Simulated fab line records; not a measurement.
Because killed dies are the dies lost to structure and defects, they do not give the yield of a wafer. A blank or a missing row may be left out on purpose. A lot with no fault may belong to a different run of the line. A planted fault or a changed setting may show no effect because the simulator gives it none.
Which tool is to blame? | flow nand-harc | Sampling: 19 lots, 57 wafers, 6 of 1159 route steps

WHAT THE GAUGES SHOWED, per wafer
The record holds no reading of a measuring or inspecting step that can be judged against a usual standard deviation.

EACH LOT AND THE TOOL THAT RAN IT (in order: tool; ch and the chambers of the sampled wafers; start)
lot  | NHARC_P_BONDPAD_ETCH_37            | NHARC_A_STAIRCASE_TRIM_14                     | NHARC_A_STAIRCASE_ETCH_27                     | NHARC_A_STAIRCASE_TRIM_198                    | NHARC_A_STAIRCASE_ETCH_201                    | NHARC_A_STAIRCASE_TRIM_220
L075 | rie-diel-04 ch 0,2,3, day 6 19:16  | rie-diel-07 ch 0,1,2, day 11 15:14 or earlier | rie-diel-11 ch 0,1,2, day 11 15:14 or earlier | rie-diel-11 ch 0,1,2, day 11 15:14 or earlier | rie-diel-11 ch 1,3, day 11 15:14 or earlier   | rie-diel-11 ch 0,1,3, day 11 15:14
L076 | rie-diel-12 ch 0,1,3, day 6 19:38  | rie-diel-07 ch 0,2, day 11 14:22 or earlier   | rie-diel-12 ch 1,2,3, day 11 14:22 or earlier | rie-diel-12 ch 0,1, day 11 14:22 or earlier   | rie-diel-12 ch 0,1, day 11 14:22 or earlier   | rie-diel-07 ch 0,1,2, day 11 14:22
L077 | rie-diel-04 ch 2,3, day 7 11:05    | rie-diel-07 ch 2,3, day 12 01:58 or earlier   | rie-diel-07 ch 2,3, day 12 01:58 or earlier   | rie-diel-11 ch 0,1, day 12 01:58 or earlier   | rie-diel-11 ch 0,1, day 12 01:58 or earlier   | rie-diel-07 ch 0,1,3, day 12 01:58
L079 | rie-diel-07 ch 0,1,2, day 7 17:44  | rie-diel-12 ch 1,2, day 12 07:44 or earlier   | rie-diel-12 ch 0,1,2, day 12 07:44 or earlier | rie-diel-11 ch 0,2,3, day 12 07:44 or earlier | rie-diel-11 ch 0,1,2, day 12 07:44 or earlier | rie-diel-12 ch 0,1,3, day 12 07:44
L081 | rie-diel-04 ch 1,2, day 8 13:19    | rie-diel-12 ch 0,1,3, day 13 09:59 or earlier | rie-diel-11 ch 2,3, day 13 09:59 or earlier   | rie-diel-07 ch 2,3, day 13 09:59 or earlier   | rie-diel-07 ch 0,3, day 13 09:59 or earlier   | rie-diel-11 ch 0,1,2, day 13 09:59
L083 | rie-diel-04 ch 0,1,3, day 8 19:07  | rie-diel-07 ch 0,1,3, day 13 09:41 or earlier | rie-diel-11 ch 0,3, day 13 09:41 or earlier   | rie-diel-12 ch 1,2,3, day 13 09:41 or earlier | rie-diel-12 ch 0,3, day 13 09:41 or earlier   | rie-diel-12 ch 1,2,3, day 13 09:41
L084 | rie-diel-04 ch 1,2, day 9 00:27    | rie-diel-11 ch 2,3, day 13 20:13 or earlier   | rie-diel-11 ch 1,3, day 13 20:13 or earlier   | rie-diel-12 ch 0,1, day 13 20:13 or earlier   | rie-diel-12 ch 1,3, day 13 20:13 or earlier   | rie-diel-07 ch 0,2,3, day 13 20:13
L085 | rie-diel-07 ch 0,1,2, day 9 12:49  | rie-diel-12 ch 1,3, day 14 12:01 or earlier   | rie-diel-12 ch 0,2,3, day 14 12:01 or earlier | rie-diel-12 ch 0,1, day 14 12:01 or earlier   | rie-diel-12 ch 0,1,3, day 14 12:01 or earlier | rie-diel-07 ch 2,3, day 14 12:01
L087 | rie-diel-04 ch 0,1, day 9 13:39    | rie-diel-07 ch 1,2,3, day 14 09:23 or earlier | rie-diel-07 ch 1,2, day 14 09:23 or earlier   | rie-diel-07 ch 0,2, day 14 09:23 or earlier   | rie-diel-07 ch 0,2, day 14 09:23 or earlier   | rie-diel-12 ch 0,2,3, day 14 09:23
L086 | rie-diel-04 ch 0,2,3, day 9 13:49  | rie-diel-12 ch 0,1,3, day 14 08:54 or earlier | rie-diel-12 ch 1,2,3, day 14 08:54 or earlier | rie-diel-12 ch 0,2,3, day 14 08:54 or earlier | rie-diel-12 ch 0,2,3, day 14 08:54 or earlier | rie-diel-12 ch 0,1,3, day 14 08:54
L088 | rie-diel-12 ch 1,2, day 10 04:24   | rie-diel-07 ch 0,2,3, day 14 20:19 or earlier | rie-diel-11 ch 1,2, day 14 20:19 or earlier   | rie-diel-11 ch 0,1, day 14 20:19 or earlier   | rie-diel-11 ch 1,2,3, day 14 20:19 or earlier | rie-diel-12 ch 2,3, day 14 20:19
L090 | rie-diel-04 ch 1,2, day 10 13:31   | rie-diel-07 ch 0,1,2, day 15 03:07 or earlier | rie-diel-07 ch 0,1,2, day 15 03:07 or earlier | rie-diel-12 ch 0,2,3, day 15 03:07 or earlier | rie-diel-12 ch 1,3, day 15 03:07 or earlier   | rie-diel-07 ch 0,1,2, day 15 03:07
L091 | rie-diel-04 ch 0,1,3, day 10 22:16 | rie-diel-07 ch 0,1,3, day 15 09:44 or earlier | rie-diel-11 ch 0,2,3, day 15 09:44 or earlier | rie-diel-07 ch 0,1,2, day 15 09:44 or earlier | rie-diel-07 ch 0,2, day 15 09:44 or earlier   | rie-diel-11 ch 0,1, day 15 09:44
L094 | rie-diel-04 ch 0,2,3, day 11 03:32 | rie-diel-12 ch 0,1, day 15 17:04 or earlier   | rie-diel-11 ch 0,1, day 15 17:04 or earlier   | rie-diel-11 ch 0,1,2, day 15 17:04 or earlier | rie-diel-11 ch 0,1, day 15 17:04 or earlier   | rie-diel-11 ch 1,2, day 15 17:04
L093 | rie-diel-04 ch 1,2, day 11 12:27   | rie-diel-11 ch 0,3, day 16 09:25 or earlier   | rie-diel-12 ch 0,3, day 16 09:25 or earlier   | rie-diel-07 ch 0,2,3, day 16 09:25 or earlier | rie-diel-07 ch 0,2,3, day 16 09:25 or earlier | rie-diel-12 ch 0,3, day 16 09:25
L092 | rie-diel-04 ch 0,1,2, day 11 13:08 | rie-diel-07 ch 0,2,3, day 16 04:15 or earlier | rie-diel-12 ch 1,3, day 16 04:15 or earlier   | rie-diel-07 ch 0,2, day 16 04:15 or earlier   | rie-diel-07 ch 0,1,2, day 16 04:15 or earlier | rie-diel-12 ch 1,2,3, day 16 04:15
L095 | rie-diel-04 ch 0,1,3, day 11 14:37 | rie-diel-12 ch 0,1,2, day 16 04:48 or earlier | rie-diel-07 ch 0,2,3, day 16 04:48 or earlier | rie-diel-07 ch 0,1,2, day 16 04:48 or earlier | rie-diel-07 ch 0,1,3, day 16 04:48 or earlier | rie-diel-12 ch 0,1,2, day 16 04:48
L096 | rie-diel-04 ch 0,3, day 11 20:30   | rie-diel-07 ch 0,1,3, day 16 18:08 or earlier | rie-diel-12 ch 1,2, day 16 18:08 or earlier   | rie-diel-07 ch 0,1,2, day 16 18:08 or earlier | rie-diel-07 ch 0,1,2, day 16 18:08 or earlier | rie-diel-11 ch 0,1,3, day 16 18:08
L097 | rie-diel-04 ch 0,2, day 12 04:41   | rie-diel-07 ch 0,1,2, day 17 14:15 or earlier | rie-diel-11 ch 0,1,2, day 17 14:15 or earlier | rie-diel-07 ch 0,1,2, day 17 14:15 or earlier | rie-diel-07 ch 0,1,2, day 17 14:15 or earlier | rie-diel-07 ch 0,1, day 17 14:15
- NHARC_P_BONDPAD_ETCH_37: etches the open film in N2/H2, target depth 60 nm, overetch 18 nm, time 65.91 s.
- NHARC_A_STAIRCASE_TRIM_14: chemistry O2, time 211.2 s.
- NHARC_A_STAIRCASE_ETCH_27: etches the open film in C4F8/O2, target depth 100 nm, time 40.5 s.
- NHARC_A_STAIRCASE_TRIM_198: chemistry O2, time 211.2 s.
- NHARC_A_STAIRCASE_ETCH_201: etches the open film in C4F8/O2, target depth 100 nm, time 40.5 s.
- NHARC_A_STAIRCASE_TRIM_220: chemistry O2, time 211.2 s.

WHAT THE TOOLS THEMSELVES READ (means of the sampled wafers that have a number; where no wafer has one, the mark that the record gives instead)
NHARC_P_BONDPAD_ETCH_37.
lot  | tool        | bias-w (W) | chamber-pressure-mTorr (mTorr) | drypump-motor-current-A (A) | oes-product-au (a.u.) | rf-vpp-V (V) | showerhead-plenum-p-Torr (Torr) | throttle-valve-pct (%)
L075 | rie-diel-04 | 150.1      | 30.027                         | 5.7                         | 1.003                 | 431.5        | 2.07                            | 14.179
L076 | rie-diel-12 | 150.0      | 29.986                         | 5.9                         | 0.991                 | 431.1        | 2.09                            | 14.172
L077 | rie-diel-04 | 150.0      | 30.013                         | 6.2                         | 1.004                 | 432.8        | 2.11                            | 14.172
L079 | rie-diel-07 | 149.7      | 30.013                         | 5.8                         | 0.993                 | 431.0        | 2.04                            | 14.171
L081 | rie-diel-04 | 150.1      | 29.994                         | 5.2                         | 1.018                 | 432.1        | 2.11                            | 14.165
L083 | rie-diel-04 | 150.2      | 29.994                         | 5.6                         | 1.006                 | 429.5        | 2.01                            | 14.174
L084 | rie-diel-04 | 150.3      | 30.010                         | 5.1                         | 1.018                 | 430.4        | 2.05                            | 14.167
L085 | rie-diel-07 | 150.0      | 29.975                         | 5.8                         | 1.003                 | 430.5        | 2.04                            | 14.175
L087 | rie-diel-04 | 149.8      | 30.002                         | 5.2                         | 1.018                 | 428.2        | 1.97                            | 14.176
L086 | rie-diel-04 | 150.4      | 30.011                         | 5.7                         | 1.008                 | 431.3        | 2.07                            | 14.180
L088 | rie-diel-12 | 149.9      | 30.016                         | 6.1                         | 1.001                 | 433.9        | 2.14                            | 14.180
L090 | rie-diel-04 | 150.3      | 29.962                         | 5.2                         | 1.008                 | 432.2        | 2.10                            | 14.181
L091 | rie-diel-04 | 150.1      | 29.981                         | 5.6                         | 1.006                 | 429.1        | 2.01                            | 14.173
L094 | rie-diel-04 | 149.7      | 30.015                         | 5.7                         | 1.006                 | 431.6        | 2.06                            | 14.173
L093 | rie-diel-04 | 150.0      | 29.996                         | 5.1                         | 1.018                 | 431.0        | 2.05                            | 14.182
L092 | rie-diel-04 | 149.8      | 30.004                         | 5.2                         | 1.011                 | 430.6        | 2.03                            | 14.172
L095 | rie-diel-04 | 150.7      | 29.988                         | 5.6                         | 1.003                 | 429.4        | 2.01                            | 14.180
L096 | rie-diel-04 | 149.8      | 30.014                         | 5.7                         | 1.011                 | 428.4        | 1.99                            | 14.171
L097 | rie-diel-04 | 149.8      | 29.989                         | 5.3                         | 1.014                 | 429.8        | 2.02                            | 14.178

NHARC_A_STAIRCASE_TRIM_14.
lot  | tool        | chamber-pressure-mTorr (mTorr) | drypump-motor-current-A (A) | oes-product-au (a.u.) | rf-vpp-V (V) | showerhead-plenum-p-Torr (Torr) | throttle-valve-pct (%)
L075 | rie-diel-07 | 60.05                          | 5.8                         | 1.003                 | 58.1         | 3.52                            | 17.031
L076 | rie-diel-07 | 60.00                          | 6.2                         | 1.007                 | 58.4         | 3.61                            | 17.033
L077 | rie-diel-07 | 59.94                          | 5.7                         | 1.011                 | 58.4         | 3.74                            | 17.025
L079 | rie-diel-12 | 60.01                          | 6.0                         | 1.012                 | 58.8         | 3.66                            | 17.036
L081 | rie-diel-12 | 59.97                          | 5.8                         | 1.003                 | 58.1         | 3.58                            | 17.038
L083 | rie-diel-07 | 60.03                          | 5.7                         | 1.002                 | 57.6         | 3.54                            | 17.047
L084 | rie-diel-11 | 59.94                          | 6.2                         | 1.002                 | 58.0         | 3.50                            | 17.037
L085 | rie-diel-12 | 59.98                          | 5.9                         | 1.003                 | 57.8         | 3.63                            | 17.035
L087 | rie-diel-07 | 59.96                          | 5.4                         | 0.999                 | 58.0         | 3.62                            | 17.030
L086 | rie-diel-12 | 60.01                          | 5.9                         | 1.005                 | 57.3         | 3.58                            | 17.038
L088 | rie-diel-07 | 59.94                          | 6.1                         | 1.001                 | 57.8         | 3.61                            | 17.045
L090 | rie-diel-07 | 60.01                          | 5.8                         | 1.001                 | 57.9         | 3.50                            | 17.034
L091 | rie-diel-07 | 60.00                          | 5.7                         | 0.989                 | 57.8         | 3.53                            | 17.033
L094 | rie-diel-12 | 60.06                          | 5.8                         | 1.006                 | 59.1         | 3.58                            | 17.039
L093 | rie-diel-11 | 60.01                          | 6.1                         | 0.996                 | 58.7         | 3.57                            | 17.039
L092 | rie-diel-07 | 59.98                          | 6.1                         | 1.003                 | 57.4         | 3.61                            | 17.041
L095 | rie-diel-12 | 60.06                          | 6.0                         | 1.004                 | 58.0         | 3.60                            | 17.037
L096 | rie-diel-07 | 59.98                          | 5.7                         | 1.005                 | 57.9         | 3.52                            | 17.035
L097 | rie-diel-07 | 60.00                          | 5.9                         | 1.008                 | 57.5         | 3.49                            | 17.040

NHARC_A_STAIRCASE_ETCH_27.
lot  | tool        | bias-w (W) | chamber-pressure-mTorr (mTorr) | oes-product-au (a.u.) | rf-vpp-V (V)
L075 | rie-diel-11 | 999        | 24.967                         | 0.951                 | 896
L076 | rie-diel-12 | 1001       | 24.975                         | 0.944                 | 901
L077 | rie-diel-07 | 1001       | 24.990                         | 0.952                 | 902
L079 | rie-diel-12 | 1000       | 25.011                         | 0.944                 | 900
L081 | rie-diel-11 | 1000       | 25.017                         | 0.942                 | 892
L083 | rie-diel-11 | 998        | 24.985                         | 0.945                 | 899
L084 | rie-diel-11 | 1003       | 25.010                         | 0.944                 | 900
L085 | rie-diel-12 | 1002       | 24.996                         | 0.954                 | 898
L087 | rie-diel-07 | 1001       | 24.993                         | 0.945                 | 899
L086 | rie-diel-12 | 998        | 24.986                         | 0.947                 | 900
L088 | rie-diel-11 | 1003       | 25.013                         | 0.936                 | 896
L090 | rie-diel-07 | 1000       | 24.984                         | 0.940                 | 894
L091 | rie-diel-11 | 999        | 24.997                         | 0.947                 | 894
L094 | rie-diel-11 | 995        | 24.994                         | 0.931                 | 899
L093 | rie-diel-12 | 1001       | 24.992                         | 0.945                 | 898
L092 | rie-diel-12 | 1003       | 25.010                         | 0.953                 | 899
L095 | rie-diel-07 | 999        | 24.988                         | 0.948                 | 899
L096 | rie-diel-12 | 1001       | 25.003                         | 0.934                 | 901
L097 | rie-diel-11 | 1002       | 24.984                         | 0.946                 | 901

NHARC_A_STAIRCASE_TRIM_198.
lot  | tool        | chamber-pressure-mTorr (mTorr) | drypump-motor-current-A (A) | oes-product-au (a.u.) | rf-vpp-V (V) | showerhead-plenum-p-Torr (Torr) | throttle-valve-pct (%)
L075 | rie-diel-11 | 59.98                          | 5.6                         | 0.995                 | 57.5         | 3.52                            | 17.041
L076 | rie-diel-12 | 60.05                          | 5.8                         | 1.015                 | 58.0         | 3.60                            | 17.032
L077 | rie-diel-11 | 60.01                          | 5.7                         | 1.003                 | 58.6         | 3.62                            | 17.027
L079 | rie-diel-11 | 60.03                          | 6.0                         | 1.005                 | 57.5         | 3.50                            | 17.033
L081 | rie-diel-07 | 59.97                          | 5.8                         | 1.001                 | 58.2         | 3.71                            | 17.038
L083 | rie-diel-12 | 60.02                          | 6.0                         | 0.992                 | 58.0         | 3.65                            | 17.041
L084 | rie-diel-12 | 59.98                          | 5.8                         | 0.999                 | 58.7         | 3.59                            | 17.028
L085 | rie-diel-12 | 60.00                          | 5.8                         | 1.007                 | 57.5         | 3.53                            | 17.036
L087 | rie-diel-07 | 59.98                          | 6.5                         | 0.996                 | 58.1         | 3.49                            | 17.036
L086 | rie-diel-12 | 59.97                          | 6.0                         | 1.006                 | 57.7         | 3.60                            | 17.032
L088 | rie-diel-11 | 59.94                          | 5.6                         | 0.991                 | 58.7         | 3.63                            | 17.036
L090 | rie-diel-12 | 59.98                          | 6.0                         | 1.010                 | 57.5         | 3.60                            | 17.042
L091 | rie-diel-07 | 59.95                          | 5.8                         | 0.996                 | 57.5         | 3.50                            | 17.049
L094 | rie-diel-11 | 60.01                          | 5.6                         | 1.000                 | 57.4         | 3.50                            | 17.036
L093 | rie-diel-07 | 59.94                          | 6.1                         | 1.001                 | 58.6         | 3.60                            | 17.044
L092 | rie-diel-07 | 59.98                          | 6.2                         | 1.007                 | 58.2         | 3.58                            | 17.032
L095 | rie-diel-07 | 60.01                          | 5.8                         | 0.999                 | 57.7         | 3.50                            | 17.037
L096 | rie-diel-07 | 60.04                          | 5.8                         | 1.011                 | 57.4         | 3.49                            | 17.039
L097 | rie-diel-07 | 60.00                          | 5.8                         | 1.001                 | 58.0         | 3.49                            | 17.036

NHARC_A_STAIRCASE_ETCH_201.
lot  | tool        | bias-w (W) | chamber-pressure-mTorr (mTorr) | oes-product-au (a.u.) | rf-vpp-V (V)
L075 | rie-diel-11 | 994        | 24.987                         | 0.947                 | 900
L076 | rie-diel-12 | 999        | 25.001                         | 0.942                 | 897
L077 | rie-diel-11 | 1003       | 24.996                         | 0.936                 | 901
L079 | rie-diel-11 | 1000       | 24.982                         | 0.954                 | 896
L081 | rie-diel-07 | 1000       | 25.005                         | 0.940                 | 896
L083 | rie-diel-12 | 996        | 25.010                         | 0.961                 | 898
L084 | rie-diel-12 | 1000       | 25.015                         | 0.940                 | 899
L085 | rie-diel-12 | 1000       | 24.988                         | 0.938                 | 897
L087 | rie-diel-07 | 1003       | 25.007                         | 0.943                 | 899
L086 | rie-diel-12 | 1001       | 25.010                         | 0.946                 | 898
L088 | rie-diel-11 | 998        | 24.993                         | 0.929                 | 896
L090 | rie-diel-12 | 1001       | 25.003                         | 0.946                 | 899
L091 | rie-diel-07 | 1002       | 24.983                         | 0.955                 | 897
L094 | rie-diel-11 | 1001       | 25.009                         | 0.937                 | 900
L093 | rie-diel-07 | 1000       | 24.998                         | 0.948                 | 900
L092 | rie-diel-07 | 998        | 25.000                         | 0.942                 | 895
L095 | rie-diel-07 | 999        | 24.978                         | 0.934                 | 896
L096 | rie-diel-07 | 999        | 24.993                         | 0.940                 | 894
L097 | rie-diel-07 | 999        | 25.014                         | 0.936                 | 894

NHARC_A_STAIRCASE_TRIM_220.
lot  | tool        | chamber-pressure-mTorr (mTorr) | drypump-motor-current-A (A) | oes-product-au (a.u.) | rf-vpp-V (V) | showerhead-plenum-p-Torr (Torr) | throttle-valve-pct (%)
L075 | rie-diel-11 | 60.02                          | 6.0                         | 0.995                 | 58.1         | 3.63                            | 17.043
L076 | rie-diel-07 | 60.02                          | 5.8                         | 1.007                 | 57.2         | 3.52                            | 17.038
L077 | rie-diel-07 | 60.02                          | 5.7                         | 0.993                 | 57.3         | 3.54                            | 17.029
L079 | rie-diel-12 | 60.07                          | 5.9                         | 1.012                 | 58.0         | 3.58                            | 17.032
L081 | rie-diel-11 | 60.05                          | 5.6                         | 0.999                 | 57.6         | 3.51                            | 17.040
L083 | rie-diel-12 | 59.97                          | 6.0                         | 1.000                 | 58.5         | 3.65                            | 17.029
L084 | rie-diel-07 | 59.98                          | 6.1                         | 0.999                 | 58.5         | 3.62                            | 17.043
L085 | rie-diel-07 | 60.04                          | 5.8                         | 1.002                 | 57.9         | 3.71                            | 17.040
L087 | rie-diel-12 | 60.05                          | 6.0                         | 0.997                 | 57.5         | 3.60                            | 17.034
L086 | rie-diel-12 | 59.99                          | 5.9                         | 1.004                 | 57.9         | 3.58                            | 17.036
L088 | rie-diel-12 | 59.95                          | 6.2                         | 1.000                 | 58.4         | 3.67                            | 17.038
L090 | rie-diel-07 | 60.02                          | 5.8                         | 0.997                 | 57.3         | 3.50                            | 17.036
L091 | rie-diel-11 | 60.00                          | 5.6                         | 0.986                 | 57.5         | 3.63                            | 17.049
L094 | rie-diel-11 | 60.00                          | 5.5                         | 0.998                 | 58.4         | 3.54                            | 17.040
L093 | rie-diel-12 | 60.03                          | 5.8                         | 1.002                 | 58.5         | 3.52                            | 17.041
L092 | rie-diel-12 | 59.96                          | 6.0                         | 0.996                 | 58.0         | 3.64                            | 17.040
L095 | rie-diel-12 | 59.99                          | 5.9                         | 0.997                 | 58.2         | 3.60                            | 17.037
L096 | rie-diel-11 | 60.03                          | 6.0                         | 1.001                 | 57.5         | 3.60                            | 17.037
L097 | rie-diel-07 | 59.99                          | 5.4                         | 1.000                 | 56.1         | 3.40                            | 17.038

THE ANSWER, worked out from the rows above alone
Rule: what is usual is taken from the lots themselves. Put in order of their means at a reading, lots are off if they are a third of the lots or fewer, leave a main group of 4 or more, and stand apart from it by a gap of 3 or more times the standard deviation of the main group's means; of several such gaps the widest counts. If all means in a main group match to the digits the tables above print for the reading, that group is not used. Also off: a lot with no number at a reading for which 4 or more lots have one. All remaining lots with rows at the step are treated as sound. After the gauges, taken in route order, come the tools' own readings; for these a lot's mean is taken, as printed above. At the first step where some lot is off, the reading lying furthest off is the one used; lots without a number count as furthest.
No lot is off at any reading shown: from this, nothing can be told.

WHAT HAD BEEN PUT IN BY THE SIMULATOR
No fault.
